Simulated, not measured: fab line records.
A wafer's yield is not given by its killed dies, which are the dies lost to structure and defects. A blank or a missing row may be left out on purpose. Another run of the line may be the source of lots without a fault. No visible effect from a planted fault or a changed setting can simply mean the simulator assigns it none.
Chamber matching    flow n5_finfet    cmp-04 running N5_MOL_CONTACT_COAG_CMP_23: 4 sister chambers
The step polishes, stops on SiO2, t overpolish 1.5 s, target thk 0 nm. 4 wafers are shown with their chamber, then 7 later ones without.

== WAFERS, EACH WITH ITS CHAMBER ==
wafer   chamber  motor_current_A (A)
L694.3  0        10.2
L694.4  2        8.1
L695.4  3        7.1
L695.5  1        8.8

== WAFERS WHOSE CHAMBER IS MISSING ==
wafer   motor_current_A (A)
L695.6  9.8
L696.2  7.4
L696.4  7.7
L696.5  10.3
L708.2  8.1
L708.3  10.3
L708.6  6.9

== EACH ONE'S CHAMBER ==
wafer   from the rows above      in truth
L695.6  0                        0
L696.2  can't be placed: 3 or 2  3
L696.4  can't be placed: 2 or 3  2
L696.5  0                        0
L708.2  2                        2
L708.3  0                        0
L708.6  3                        3
Correct placement for 5 of the 7. Unplaceable from these rows: 2, with the true chamber sitting among the candidates in 2. Wrongly placed: 0.
How it was worked out, from the rows above alone: a wafer's distance from a chamber is the root of the sum, over the readings, of the square of ((its reading less the chamber's mean) divided by the reading's scatter). The wafer belongs to the nearest chamber; if the next one is less than 2 further off, it can't be placed. A chamber's mean is the mean of its shown wafers. The scatter: root of mean squared gap, hidden wafer to nearest shown wafer, with one shown wafer a chamber.
